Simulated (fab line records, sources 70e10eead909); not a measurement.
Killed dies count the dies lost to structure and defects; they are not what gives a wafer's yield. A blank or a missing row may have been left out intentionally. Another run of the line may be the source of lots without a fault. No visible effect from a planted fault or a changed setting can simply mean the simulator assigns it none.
fab line records | flow nand_harc | part 1 of 2: steps 1 to 19 of 28
record: lots: 5 | wafers: 15 | last_day: 31
route steps=1302 shown P_CONTACT@222
lots with no fault: from the same line, run without faults
start_h: start of the lot's first displayed wafer, in hours after the record's first day | wait_h: hours elapsed since this lot's preceding step | " the same as in the row above | L1.1+2: a single row standing in for several wafers | - value missing, or start not given | * or withheld: withheld | < > ~ a bound
route shown NAME@n: names a module that has steps shown in the file, with the first one's number in the route | usual: average and standard deviation across the fault-free wafers | same: alike in all rows | chamber/n: place in a boat | sites: the reading at each site | _std_site: how widely they spread, as a standard deviation | _edge_site: mean of outer sites minus mean of inner sites | radius_mm: for every site, how far away it sits from the centre of the wafer | mask NAME#n: copy n | behind: the last tool/chamber to shape the wafer | hold: what put the lot on hold/how long, in hours/how the hold closed | device: the transistor (n, p or np) that didn't switch | end of line: tests run on the same wafers once the route is complete | a step given without rows: its recipe and nothing more | killed: not the wafer's yield, but the dies lost to structure and defects at the first sort | map: the dies of a wafer, with x for killed, . for not killed, _ for no die there
set.NAME: the setting that was run; set.NAME@STEP: the one run at that earlier step | model.NAME: the simulator's own value behind a step, which no gauge read
lots seen at some steps along the route; tables by step, rows by wafer
services: when a tool's chamber went out of use (start_h, in hours from the record's first day, below 0 if earlier), for how many hours, and the reason
== steps ==
step: NHARC_P_CONTACT_DEHYDRATE_04
recipe: temp_c: 150 | time_s: 120
usual: chill_plate_temp_C: 22.98/0.1 | resist_line_temp_C: 22.99/0.11
same: time_s: 120
lot.wafer | tool           | chamber | start_h | wait_h | chill_plate_temp_C | resist_line_temp_C
L074.2    | litho_track-01 | 0       | 113.54  | 0.1    | 23.03              | 22.97
L074.5    | "              | 0       | "       | "      | 23.07              | 22.91
L074.6    | "              | 0       | "       | "      | 23.00              | 22.93
L076.4    | litho_track-04 | 0       | 143.71  | 0.1    | 23.04              | 23.14
L076.5    | "              | 0       | "       | "      | 23.11              | 23.25
L076.6    | "              | 0       | "       | "      | 23.18              | 23.30
L084.2    | litho_track-06 | 0       | 225.05  | 0.1    | 23.08              | 22.81
L084.5    | "              | 0       | "       | "      | 22.97              | 22.97
L084.6    | "              | 0       | "       | "      | 23.11              | 23.04
L085.1    | litho_track-04 | 0       | 229.24  | 0.1    | 23.07              | 22.97
L085.5    | "              | 0       | "       | "      | 23.04              | 22.84
L085.6    | "              | 0       | "       | "      | 22.99              | 22.89
L087.4    | litho_track-01 | 0       | 267.68  | 0.1    | 23.04              | 22.97
L087.5    | "              | 0       | "       | "      | 23.00              | 22.99
L087.6    | "              | 0       | "       | "      | 22.97              | 22.85
step: NHARC_P_CONTACT_HMDS_05
recipe: time_s: 30
usual: chill_plate_temp_C: 22.99/0.11 | resist_line_temp_C: 22.99/0.12
same: time_s: 30
lot.wafer | tool           | chamber | start_h | wait_h | chill_plate_temp_C | resist_line_temp_C
L074.2    | litho_track-01 | 0       | -       | -      | 22.80              | 23.17
L074.5    | "              | 0       | "       | "      | 22.86              | 23.21
L074.6    | "              | 0       | "       | "      | 22.88              | 23.12
L076.4    | litho_track-04 | 0       | -       | -      | 22.81              | 23.10
L076.5    | "              | 0       | "       | "      | 22.85              | 23.00
L076.6    | "              | 0       | "       | "      | 22.88              | 22.99
L084.2    | litho_track-06 | 0       | -       | -      | 22.85              | 22.93
L084.5    | "              | 0       | "       | "      | 22.93              | 22.84
L084.6    | "              | 0       | "       | "      | 22.96              | 22.99
L085.1    | litho_track-04 | 0       | -       | -      | 22.90              | 23.05
L085.5    | "              | 0       | "       | "      | 22.91              | 23.00
L085.6    | "              | 0       | "       | "      | 23.00              | 23.26
L087.4    | litho_track-01 | 0       | -       | -      | 23.03              | 23.26
L087.5    | "              | 0       | "       | "      | 22.95              | 22.98
L087.6    | "              | 0       | "       | "      | 22.91              | 23.15
step: NHARC_P_CONTACT_COAT_33
recipe: temp_c: 260 | time_s: 75
usual: chill_plate_temp_C: 23.03/0.097 | resist_line_temp_C: 23.01/0.11
same: time_s: 75
lot.wafer | tool           | chamber | start_h | wait_h | chill_plate_temp_C | resist_line_temp_C
L074.2    | litho_track-01 | 0       | -       | -      | 23.04              | 22.90
L074.5    | "              | 0       | "       | "      | 22.93              | 23.08
L074.6    | "              | 0       | "       | "      | 23.05              | 23.05
L076.4    | litho_track-04 | 0       | -       | -      | 23.13              | 23.07
L076.5    | "              | 0       | "       | "      | 22.97              | 22.90
L076.6    | "              | 0       | "       | "      | 23.02              | 22.97
L084.2    | litho_track-06 | 0       | -       | -      | 22.90              | 23.04
L084.5    | "              | 0       | "       | "      | 23.08              | 23.01
L084.6    | "              | 0       | "       | "      | 22.96              | 22.97
L085.1    | litho_track-04 | 0       | -       | -      | 23.01              | 22.92
L085.5    | "              | 0       | "       | "      | 23.13              | 22.97
L085.6    | "              | 0       | "       | "      | 23.12              | 23.04
L087.4    | litho_track-01 | 0       | -       | -      | 23.07              | 23.17
L087.5    | "              | 0       | "       | "      | 23.04              | 23.08
L087.6    | "              | 0       | "       | "      | 22.97              | 23.18
step: NHARC_P_CONTACT_COAT_34
recipe: temp_c: 225 | time_s: 65
usual: chill_plate_temp_C: 22.98/0.11 | resist_line_temp_C: 23.00/0.11
same: time_s: 65
lot.wafer | tool           | chamber | start_h | wait_h | chill_plate_temp_C | resist_line_temp_C
L074.2    | litho_track-01 | 0       | -       | -      | 22.78              | 23.24
L074.5    | "              | 0       | "       | "      | 22.82              | 23.15
L074.6    | "              | 0       | "       | "      | 22.79              | 23.16
L076.4    | litho_track-04 | 0       | -       | -      | 23.06              | 23.14
L076.5    | "              | 0       | "       | "      | 23.03              | 23.13
L076.6    | "              | 0       | "       | "      | 22.94              | 23.08
L084.2    | litho_track-06 | 0       | -       | -      | 23.00              | 22.88
L084.5    | "              | 0       | "       | "      | 23.03              | 22.99
L084.6    | "              | 0       | "       | "      | 23.00              | 23.04
L085.1    | litho_track-04 | 0       | -       | -      | 23.05              | 23.11
L085.5    | "              | 0       | "       | "      | 22.85              | 23.13
L085.6    | "              | 0       | "       | "      | 22.91              | 22.90
L087.4    | litho_track-01 | 0       | -       | -      | 22.79              | 23.02
L087.5    | "              | 0       | "       | "      | 23.11              | 23.04
L087.6    | "              | 0       | "       | "      | 23.05              | 23.03
step: NHARC_P_CONTACT_COAT_06
recipe: spin_rpm: 1500 | resist_thk_nm: 90
usual: chill_plate_temp_C: 23.01/0.09 | resist_line_temp_C: 23.01/0.095
lot.wafer | tool           | chamber | start_h | wait_h | chill_plate_temp_C | resist_line_temp_C
L074.2    | litho_track-01 | 0       | -       | -      | 23.00              | 23.11
L074.5    | "              | 0       | "       | "      | 23.04              | 23.00
L074.6    | "              | 0       | "       | "      | 22.93              | 23.02
L076.4    | litho_track-04 | 0       | -       | -      | 23.11              | 23.04
L076.5    | "              | 0       | "       | "      | 23.08              | 23.01
L076.6    | "              | 0       | "       | "      | 23.09              | 23.06
L084.2    | litho_track-06 | 0       | -       | -      | 23.04              | 23.13
L084.5    | "              | 0       | "       | "      | 23.05              | 23.14
L084.6    | "              | 0       | "       | "      | 23.00              | 23.05
L085.1    | litho_track-04 | 0       | -       | -      | 22.97              | 23.00
L085.5    | "              | 0       | "       | "      | 23.05              | 22.98
L085.6    | "              | 0       | "       | "      | 23.04              | 23.09
L087.4    | litho_track-01 | 0       | -       | -      | 23.14              | 22.97
L087.5    | "              | 0       | "       | "      | 23.19              | 22.98
L087.6    | "              | 0       | "       | "      | 23.10              | 22.98
step: NHARC_P_CONTACT_SOFTBAKE_07
recipe: temp_c: 105 | time_s: 55
usual: chill_plate_temp_C: 23.00/0.11 | resist_line_temp_C: 22.98/0.11
same: time_s: 55
lot.wafer | tool           | chamber | start_h | wait_h | chill_plate_temp_C | resist_line_temp_C
L074.2    | litho_track-01 | 0       | -       | -      | 23.01              | 22.88
L074.5    | "              | 0       | "       | "      | 22.98              | 22.78
L074.6    | "              | 0       | "       | "      | 22.82              | 22.94
L076.4    | litho_track-04 | 0       | -       | -      | 23.02              | 23.23
L076.5    | "              | 0       | "       | "      | 23.13              | 22.94
L076.6    | "              | 0       | "       | "      | 23.07              | 22.96
L084.2    | litho_track-06 | 0       | -       | -      | 22.91              | 22.74
L084.5    | "              | 0       | "       | "      | 22.97              | 22.84
L084.6    | "              | 0       | "       | "      | 22.99              | 22.71
L085.1    | litho_track-04 | 0       | -       | -      | 22.86              | 22.92
L085.5    | "              | 0       | "       | "      | 22.91              | 22.97
L085.6    | "              | 0       | "       | "      | 23.12              | 23.06
L087.4    | litho_track-01 | 0       | -       | -      | 22.98              | 23.01
L087.5    | "              | 0       | "       | "      | 22.96              | 23.08
L087.6    | "              | 0       | "       | "      | 22.94              | 22.94
step: NHARC_P_CONTACT_EBR_08
usual: chill_plate_temp_C: 22.99/0.093 | resist_line_temp_C: 23.01/0.12
lot.wafer | tool           | chamber | start_h | wait_h | chill_plate_temp_C | resist_line_temp_C
L074.2    | litho_track-01 | 0       | -       | -      | 22.90              | 23.03
L074.5    | "              | 0       | "       | "      | 23.10              | 23.24
L074.6    | "              | 0       | "       | "      | 22.96              | 23.10
L076.4    | litho_track-04 | 0       | -       | -      | 22.90              | 22.88
L076.5    | "              | 0       | "       | "      | 22.98              | 22.99
L076.6    | "              | 0       | "       | "      | 22.93              | 22.91
L084.2    | litho_track-06 | 0       | -       | -      | 22.91              | 23.02
L084.5    | "              | 0       | "       | "      | 23.02              | 22.91
L084.6    | "              | 0       | "       | "      | 22.98              | 22.89
L085.1    | litho_track-04 | 0       | -       | -      | 23.04              | 23.06
L085.5    | "              | 0       | "       | "      | 23.00              | 23.01
L085.6    | "              | 0       | "       | "      | 23.15              | 22.86
L087.4    | litho_track-01 | 0       | -       | -      | 22.96              | 23.03
L087.5    | "              | 0       | "       | "      | 23.15              | 23.15
L087.6    | "              | 0       | "       | "      | 23.13              | 22.97
step: NHARC_P_CONTACT_EXPOSE_09
recipe: na: 1.35 | target_cd_nm: 90 | dose_mj: 81.26 | mask_id: P_CA
same: na: 1.35
lot.wafer  | tool            | chamber | start_h | wait_h | mask
L074.2+5+6 | arfi_scanner-01 | 0       | 113.73  | -      | P_CA#0
L076.4+5+6 | arfi_scanner-03 | 0       | 144.03  | -      | P_CA#0
L084.2+5+6 | arfi_scanner-01 | 0       | 225.36  | -      | P_CA#0
L085.1+5+6 | arfi_scanner-02 | 0       | 229.55  | -      | P_CA#0
L087.4+5+6 | arfi_scanner-01 | 0       | 268.00  | -      | P_CA#0
step: NHARC_P_CONTACT_PEB_10
recipe: peb_temp_c: 100 | peb_time_s: 65
usual: chill_plate_temp_C: 22.99/0.11 | resist_line_temp_C: 23.02/0.11
same: peb_time_s: 65
lot.wafer | tool           | chamber | start_h | wait_h | chill_plate_temp_C | resist_line_temp_C
L074.2    | litho_track-04 | 0       | 113.78  | 0.1    | 23.18              | 22.95
L074.5    | "              | 0       | "       | "      | 22.94              | 22.94
L074.6    | "              | 0       | "       | "      | 23.07              | 22.96
L076.4    | litho_track-01 | 0       | 144.08  | 0.0    | 23.04              | 22.92
L076.5    | "              | 0       | "       | "      | 23.29              | 23.00
L076.6    | "              | 0       | "       | "      | 23.16              | 22.72
L084.2    | litho_track-04 | 0       | 225.42  | 0.1    | 23.05              | 23.14
L084.5    | "              | 0       | "       | "      | 23.23              | 23.08
L084.6    | "              | 0       | "       | "      | 23.05              | 22.98
L085.1    | litho_track-04 | 0       | 229.61  | 0.1    | 23.02              | 22.83
L085.5    | "              | 0       | "       | "      | 23.06              | 23.07
L085.6    | "              | 0       | "       | "      | 23.10              | 23.02
L087.4    | litho_track-06 | 0       | 268.05  | 0.0    | 23.08              | 22.95
L087.5    | "              | 0       | "       | "      | 22.82              | 23.11
L087.6    | "              | 0       | "       | "      | 22.74              | 22.93
step: NHARC_P_CONTACT_DEVELOP_11
recipe: develop_time_s: 35 | dev_temp_c: 23
usual: chill_plate_temp_C: 23.00/0.11 | resist_line_temp_C: 22.99/0.098
lot.wafer | tool           | chamber | start_h | wait_h | chill_plate_temp_C | resist_line_temp_C
L074.2    | litho_track-04 | 0       | -       | -      | 22.92              | 23.04
L074.5    | "              | 0       | "       | "      | 23.05              | 22.87
L074.6    | "              | 0       | "       | "      | 22.94              | 23.07
L076.4    | litho_track-01 | 0       | -       | -      | 23.18              | 22.87
L076.5    | "              | 0       | "       | "      | 23.20              | 22.97
L076.6    | "              | 0       | "       | "      | 22.97              | 22.94
L084.2    | litho_track-04 | 0       | -       | -      | 23.07              | 22.99
L084.5    | "              | 0       | "       | "      | 22.93              | 23.06
L084.6    | "              | 0       | "       | "      | 23.06              | 22.89
L085.1    | litho_track-04 | 0       | -       | -      | 22.84              | 22.96
L085.5    | "              | 0       | "       | "      | 22.95              | 23.08
L085.6    | "              | 0       | "       | "      | 23.11              | 22.92
L087.4    | litho_track-06 | 0       | -       | -      | 23.10              | 23.11
L087.5    | "              | 0       | "       | "      | 22.92              | 23.06
L087.6    | "              | 0       | "       | "      | 22.96              | 23.18
step: NHARC_P_CONTACT_CD_MEAS_12
recipe: target_cd_nm: 90 | landing_energy_ev: 500
usual: cd_nm: 90.1/0.51
lot.wafer | tool      | chamber | start_h | wait_h | cd_nm
L074.2    | cd_sem-03 | 0       | 113.86  | -      | 90.0
L074.5    | "         | 0       | "       | "      | 90.0
L074.6    | "         | 0       | "       | "      | 90.5
L076.4    | cd_sem-02 | 0       | 144.17  | -      | 90.8
L076.5    | "         | 0       | "       | "      | 90.6
L076.6    | "         | 0       | "       | "      | 90.0
L084.2    | cd_sem-03 | 0       | 225.50  | -      | 90.4
L084.5    | "         | 0       | "       | "      | 90.6
L084.6    | "         | 0       | "       | "      | 90.5
L085.1    | cd_sem-03 | 0       | 229.69  | -      | 89.6
L085.5    | "         | 0       | "       | "      | 89.3
L085.6    | "         | 0       | "       | "      | 89.8
L087.4    | cd_sem-01 | 0       | 268.13  | -      | 89.7
L087.5    | "         | 0       | "       | "      | 89.9
L087.6    | "         | 0       | "       | "      | 90.1
step: NHARC_P_CONTACT_OVL_MEAS_13
usual: overlay_x_nm: 0.1/0.83 | overlay_y_nm: -0.4/0.76
lot.wafer | tool       | chamber | start_h | wait_h | overlay_x_nm | overlay_y_nm
L074.2    | overlay-02 | -       | 113.95  | -      | 0.1          | -0.1
L074.5    | "          | -       | "       | "      | 0.8          | -0.2
L074.6    | "          | -       | "       | "      | 0.1          | -0.2
L076.4    | overlay-01 | -       | 144.25  | -      | 0.1          | -0.6
L076.5    | "          | -       | "       | "      | 0.1          | -0.5
L076.6    | "          | -       | "       | "      | 0.6          | -0.5
L084.2    | overlay-01 | -       | 225.59  | -      | -0.7         | -0.2
L084.5    | "          | -       | "       | "      | -0.6         | -0.4
L084.6    | "          | -       | "       | "      | -0.6         | -0.7
L085.1    | overlay-01 | -       | 229.78  | -      | 0.6          | -1.3
L085.5    | "          | -       | "       | "      | 0.7          | -1.2
L085.6    | "          | -       | "       | "      | 1.0          | -1.5
L087.4    | overlay-02 | -       | 268.21  | -      | -0.6         | -0.6
L087.5    | "          | -       | "       | "      | -0.5         | -0.1
L087.6    | "          | -       | "       | "      | -0.6         | -0.5
step: NHARC_P_CONTACT_INSPECT_14
usual: raw_defect_count: 3.8/2.4
lot.wafer | tool              | chamber | start_h | wait_h | raw_defect_count
L074.2    | defect_inspect-02 | -       | 113.99  | 0.0    | 2
L074.5    | "                 | -       | "       | "      | 0
L074.6    | "                 | -       | "       | "      | 4
L076.4    | defect_inspect-01 | -       | 144.29  | 0.0    | 10
L076.5    | "                 | -       | "       | "      | 4
L076.6    | "                 | -       | "       | "      | 6
L084.2    | defect_inspect-02 | -       | 225.62  | 0.0    | 1
L084.5    | "                 | -       | "       | "      | 3
L084.6    | "                 | -       | "       | "      | 4
L085.1    | defect_inspect-02 | -       | 229.82  | 0.0    | 1
L085.5    | "                 | -       | "       | "      | 3
L085.6    | "                 | -       | "       | "      | 4
L087.4    | defect_inspect-02 | -       | 268.25  | 0.0    | 2
L087.5    | "                 | -       | "       | "      | 3
L087.6    | "                 | -       | "       | "      | 3
step: NHARC_P_CONTACT_DESCUM_17
recipe: time_s: 3 | o2_flow_sccm: 200 | ar_flow_sccm: 0 | bias_power_w: 0 | chemistry: O2
usual: drypump_motor_current_A: 5.7/0.49 | mfc_ar_sccm: 0.010/0.0084 | o2_flow_sccm: 200.0/0.64 | oes_product_au: 1.001/0.007 | rf_vpp_V: 57.8/0.93 | showerhead_plenum_p_Torr: 1.92/0.083 | throttle_valve_pct: 11.311/0.0089
same: time_s: 3
lot.wafer | tool        | chamber | start_h | wait_h | drypump_motor_current_A | mfc_ar_sccm | o2_flow_sccm | oes_product_au | rf_hours_counter_h | rf_vpp_V | showerhead_plenum_p_Torr | throttle_valve_pct
L074.2    | rie_diel-11 | 1       | 114.07  | 0.1    | 5.4                     | 0.014       | 200.8        | 1.000          | 1.3                | 57.8     | 1.81                     | 11.312
L074.5    | "           | 2       | "       | "      | 6.3                     | 0.012       | 198.8        | 1.003          | -                  | 57.3     | 1.98                     | 11.306
L074.6    | "           | 3       | "       | "      | 4.9                     | 0           | 201.0        | 1.001          | -                  | 59.7     | 2.01                     | 11.307
L076.4    | rie_diel-06 | 0       | 144.36  | 0.1    | 5.3                     | 0.005       | 200.0        | 0.998          | 0.2                | 58.1     | 1.84                     | 11.306
L076.5    | "           | 2       | "       | "      | 5.4                     | 0           | 199.7        | 0.993          | -                  | 58.1     | 1.99                     | 11.330
L076.6    | "           | 3       | "       | "      | 5.7                     | 0.029       | 199.5        | 0.995          | -                  | 57.6     | 1.92                     | 11.310
L084.2    | rie_diel-10 | 0       | 225.71  | 0.1    | 6.2                     | 0.008       | 199.9        | 1.002          | 12.1               | 57.4     | 2.02                     | 11.305
L084.6    | "           | 1       | "       | "      | 5.4                     | 0.012       | 200.2        | 1.007          | -                  | 58.6     | 1.98                     | 11.302
L084.5    | "           | 2       | "       | "      | 5.6                     | 0.020       | 199.8        | 1.000          | -                  | 57.6     | 1.82                     | 11.317
L085.1    | rie_diel-06 | 0       | 229.88  | 0.1    | 5.3                     | 0.005       | 200.2        | 0.990          | 2.2                | 57.7     | 1.84                     | 11.309
L085.6    | "           | 0       | "       | "      | 5.4                     | 0.005       | 199.8        | 0.988          | -                  | 57.3     | 1.84                     | 11.310
L085.5    | "           | 1       | "       | "      | 5.8                     | 0           | 199.7        | 0.990          | -                  | 57.2     | 1.79                     | 11.302
L087.4    | rie_diel-10 | 2       | 268.32  | 0.1    | 5.6                     | 0.020       | 199.1        | 0.988          | 1.4                | 57.0     | 1.81                     | 11.303
L087.6    | "           | 1       | "       | "      | 5.4                     | 0.012       | 199.7        | 0.982          | -                  | 57.3     | 1.98                     | 11.316
L087.5    | "           | 2       | "       | "      | 5.6                     | 0.020       | 200.1        | 0.998          | -                  | 57.1     | 1.82                     | 11.296
step: NHARC_P_CONTACT_ETCH_35
recipe: target_depth_a: 390 | over_etch_frac: 0.3 | time_s: 65 | ion_energy_ev: 80 | cf4_flow_sccm: 150 | ar_flow_sccm: 0 | rf_w: 300 | bias_w: 100 | chemistry: CF4
usual: drypump_motor_current_A: 5.7/0.49 | mfc_ar_sccm: 0.010/0.0084 | oes_product_au: 0.999/0.0083 | rf_vpp_V: 151.2/1.1 | showerhead_plenum_p_Torr: 1.77/0.071 | throttle_valve_pct: 13.285/0.0086
same: over_etch_frac: 0.3 | time_s: 65
lot.wafer | tool        | chamber | start_h | wait_h | drypump_motor_current_A | mfc_ar_sccm | oes_product_au | rf_hours_counter_h | rf_vpp_V | showerhead_plenum_p_Torr | throttle_valve_pct
L074.2    | rie_diel-11 | 1       | 114.17  | 0.1    | 5.4                     | 0.014       | 0.999          | 1.3                | 150.9    | 1.68                     | 13.279
L074.6    | "           | 2       | "       | "      | 6.3                     | 0.012       | 1.004          | -                  | 153.2    | 1.83                     | 13.296
L074.5    | "           | 1       | "       | "      | 5.4                     | 0.014       | 1.003          | -                  | 150.0    | 1.68                     | 13.307
L076.4    | rie_diel-06 | 2       | 144.43  | 0.1    | 5.4                     | 0           | 1.013          | 0.2                | 153.3    | 1.84                     | 13.294
L076.5    | "           | 2       | "       | "      | 5.4                     | 0           | 0.988          | -                  | 152.1    | 1.84                     | 13.289
L076.6    | "           | 3       | "       | "      | 5.6                     | 0.029       | 0.996          | -                  | 149.9    | 1.77                     | 13.278
L084.2    | rie_diel-10 | 0       | 225.79  | 0.1    | 6.2                     | 0.008       | 0.987          | 12.1               | 151.5    | 1.86                     | 13.262
L084.6    | "           | 1       | "       | "      | 5.4                     | 0.012       | 0.995          | -                  | 151.9    | 1.83                     | 13.289
L084.5    | "           | 2       | "       | "      | 5.6                     | 0.020       | 1.005          | -                  | 151.1    | 1.68                     | 13.283
L085.1    | rie_diel-06 | 2       | 229.97  | 0.1    | 5.4                     | 0           | 0.996          | 1.6                | 152.1    | 1.84                     | 13.286
L085.6    | "           | 0       | "       | "      | 5.4                     | 0.005       | 0.989          | -                  | 150.6    | 1.71                     | 13.287
L085.5    | "           | 1       | "       | "      | 5.8                     | 0           | 0.993          | -                  | 149.4    | 1.66                     | 13.295
L087.4    | rie_diel-10 | 1       | 268.39  | 0.1    | 5.4                     | 0.012       | 0.996          | 1.5                | 151.5    | 1.83                     | 13.279
L087.5    | "           | 1       | "       | "      | 5.5                     | 0.012       | 0.994          | -                  | 152.6    | 1.83                     | 13.274
L087.6    | "           | 2       | "       | "      | 5.6                     | 0.020       | 0.990          | -                  | 152.1    | 1.68                     | 13.305
step: NHARC_P_CONTACT_ETCH_36
recipe: target_depth_a: 2600 | over_etch_frac: 0.25 | time_s: 406.25 | ion_energy_ev: 200 | n2_flow_sccm: 150 | h2_flow_sccm: 150 | ar_flow_sccm: 0 | rf_w: 400 | bias_w: 150 | chemistry: N2/H2
usual: drypump_motor_current_A: 5.7/0.49 | mfc_ar_sccm: 0.010/0.0084 | oes_product_au: 0.999/0.0071 | rf_vpp_V: 430.4/2.6 | showerhead_plenum_p_Torr: 2.04/0.092 | throttle_valve_pct: 14.170/0.0093
same: over_etch_frac: 0.25 | time_s: 406.25
lot.wafer | tool        | chamber | start_h | wait_h | drypump_motor_current_A | mfc_ar_sccm | oes_product_au | rf_hours_counter_h | rf_vpp_V | showerhead_plenum_p_Torr | throttle_valve_pct
L074.2    | rie_diel-11 | 3       | -       | -      | 4.9                     | 0           | 1.006          | 1.4                | 432.6    | 2.15                     | 14.162
L074.5    | "           | 1       | "       | "      | 5.4                     | 0.014       | 1.000          | -                  | 427.6    | 1.93                     | 14.173
L074.6    | "           | 2       | "       | "      | 6.3                     | 0.012       | 0.998          | -                  | 432.9    | 2.12                     | 14.166
L076.4    | rie_diel-06 | 3       | -       | -      | 5.6                     | 0.029       | 0.998          | 0.3                | 432.4    | 2.04                     | 14.175
L076.6    | "           | 0       | "       | "      | 5.4                     | 0.005       | 0.998          | -                  | 427.9    | 1.96                     | 14.180
L076.5    | "           | 1       | "       | "      | 5.8                     | 0           | 1.005          | -                  | 425.7    | 1.90                     | 14.171
L084.2    | rie_diel-10 | 0       | -       | -      | 6.2                     | 0.008       | 0.997          | 12.2               | 433.5    | 2.16                     | 14.167
L084.6    | "           | 2       | "       | "      | 5.6                     | 0.020       | 1.000          | -                  | 426.5    | 1.93                     | 14.173
L084.5    | "           | 3       | "       | "      | 5.9                     | 0           | 1.009          | -                  | 431.5    | 2.09                     | 14.176
L085.1    | rie_diel-06 | 1       | -       | -      | 5.8                     | 0           | 0.990          | 2.2                | 426.5    | 1.90                     | 14.183
L085.5    | "           | 0       | "       | "      | 5.4                     | 0.005       | 0.994          | -                  | 428.2    | 1.96                     | 14.161
L085.6    | "           | 1       | "       | "      | 5.8                     | 0           | 0.998          | -                  | 426.9    | 1.90                     | 14.161
L087.4    | rie_diel-10 | 2       | -       | -      | 5.6                     | 0.020       | 0.982          | 1.5                | 427.7    | 1.93                     | 14.169
L087.6    | "           | 2       | "       | "      | 5.6                     | 0.020       | 0.979          | -                  | 426.8    | 1.93                     | 14.170
L087.5    | "           | 3       | "       | "      | 5.9                     | 0           | 1.004          | -                  | 433.1    | 2.09                     | 14.171
step: NHARC_P_CONTACT_ETCH_18
recipe: target_depth_a: 4810 | time_s: 240.5 | c4f8_flow_sccm: 20 | o2_flow_sccm: 10 | ar_flow_sccm: withheld | rf_w: 600 | bias_w: 1500 | chemistry: C4F8/O2/Ar
usual: oes_product_au: 0.958/0.02 | rf_vpp_V: 978/5.9
same: time_s: 240.5
lot.wafer | tool        | chamber | start_h | wait_h | oes_product_au | rf_hours_counter_h | rf_vpp_V
L074.2    | rie_diel-11 | 2       | -       | -      | 0.923          | 1.6                | 982
L074.5    | "           | 1       | "       | "      | 0.933          | -                  | 970
L074.6    | "           | 2       | "       | "      | 0.927          | -                  | 982
L076.4    | rie_diel-06 | 2       | -       | -      | 0.959          | 0.4                | 983
L076.6    | "           | 0       | "       | "      | 0.973          | -                  | 972
L076.5    | "           | 1       | "       | "      | 0.972          | -                  | 971
L084.2    | rie_diel-10 | 0       | -       | -      | 0.980          | 12.3               | 985
L084.6    | "           | 3       | "       | "      | 0.978          | -                  | 982
L084.5    | "           | 0       | "       | "      | 0.967          | -                  | 986
L085.1    | rie_diel-06 | 2       | -       | -      | 0.983          | 1.7                | 982
L085.5    | "           | 0       | "       | "      | 0.969          | -                  | 973
L085.6    | "           | 1       | "       | "      | 0.960          | -                  | 969
L087.4    | rie_diel-10 | 0       | -       | -      | 0.975          | 1.7                | 985
L087.5    | "           | 3       | "       | "      | 0.982          | -                  | 982
L087.6    | "           | 0       | "       | "      | 0.983          | -                  | 985
step: NHARC_P_CONTACT_STRIP_37
recipe: c4f8_flow_sccm: withheld | o2_flow_sccm: 8 | ar_flow_sccm: withheld | bias_w: 0 | chemistry: C4F8/O2/Ar
lot.wafer  | tool        | chamber | start_h | wait_h
L074.2+6+5 | rie_diel-11 | 1,2,3   | -       | -
L076.4+6+5 | rie_diel-06 | 1,0,1   | -       | -
L084.2+6+5 | rie_diel-10 | 1,2,3   | -       | -
L085.1+6+5 | rie_diel-06 | 2,3,0   | -       | -
L087.4+6+5 | rie_diel-10 | 1,1,2   | -       | -
step: NHARC_P_CONTACT_ETCH_31
recipe: target_depth_a: 300 | time_s: 85.7 | ion_energy_ev: 120 | over_etch_frac: 1 | ch3f_flow_sccm: 50 | o2_flow_sccm: 30 | ar_flow_sccm: 200 | rf_w: 500 | bias_w: 100 | chemistry: CH3F/O2
usual: drypump_motor_current_A: 5.7/0.49 | mfc_ar_sccm: 200.0/0.58 | o2_flow_sccm: 30.00/0.09 | oes_product_au: 0.977/0.012 | rf_vpp_V: 244.4/1.5 | showerhead_plenum_p_Torr: 2.46/0.1 | throttle_valve_pct: 20.662/0.0095
same: over_etch_frac: 1 | time_s: 85.7
lot.wafer | tool        | chamber | start_h | wait_h | drypump_motor_current_A | mfc_ar_sccm | o2_flow_sccm | oes_product_au | rf_hours_counter_h | rf_vpp_V | showerhead_plenum_p_Torr | throttle_valve_pct
L074.2    | rie_diel-11 | 2       | -       | -      | 6.3                     | 199.1       | 30.07        | 0.980          | 1.7                | 244.8    | 2.55                     | 20.648
L074.6    | "           | 2       | "       | "      | 6.3                     | 199.8       | 29.99        | 0.974          | -                  | 244.5    | 2.55                     | 20.648
L074.5    | "           | 3       | "       | "      | 4.9                     | 199.5       | 29.98        | 0.967          | -                  | 245.8    | 2.58                     | 20.662
L076.4    | rie_diel-06 | 3       | -       | -      | 5.6                     | 199.8       | 29.96        | 0.969          | 0.5                | 244.8    | 2.46                     | 20.663
L076.5    | "           | 2       | "       | "      | 5.4                     | 198.9       | 30.03        | 0.969          | -                  | 245.8    | 2.56                     | 20.655
L076.6    | "           | 3       | "       | "      | 5.6                     | 200.1       | 30.06        | 0.971          | -                  | 244.2    | 2.46                     | 20.668
L084.2    | rie_diel-10 | 2       | -       | -      | 5.6                     | 201.1       | 30.06        | 0.975          | 10.8               | 243.5    | 2.34                     | 20.665
L084.6    | "           | 2       | "       | "      | 5.6                     | 199.5       | 30.07        | 0.976          | -                  | 244.0    | 2.34                     | 20.670
L084.5    | "           | 3       | "       | "      | 5.9                     | 200.5       | 30.10        | 1.001          | -                  | 246.3    | 2.52                     | 20.646
L085.1    | rie_diel-06 | 2       | -       | -      | 5.4                     | 199.2       | 30.16        | 0.990          | 1.8                | 245.2    | 2.56                     | 20.667
L085.6    | "           | 3       | "       | "      | 5.6                     | 199.0       | 30.10        | 0.981          | -                  | 244.4    | 2.46                     | 20.665
L085.5    | "           | 0       | "       | "      | 5.4                     | 199.2       | 29.98        | 0.973          | -                  | 243.1    | 2.37                     | 20.651
L087.4    | rie_diel-10 | 1       | -       | -      | 5.4                     | 200.7       | 29.93        | 0.962          | 1.8                | 245.0    | 2.54                     | 20.672
L087.5    | "           | 0       | "       | "      | 6.2                     | 199.9       | 29.96        | 0.977          | -                  | 246.7    | 2.59                     | 20.683
L087.6    | "           | 1       | "       | "      | 5.4                     | 200.3       | 30.01        | 0.976          | -                  | 245.4    | 2.54                     | 20.645
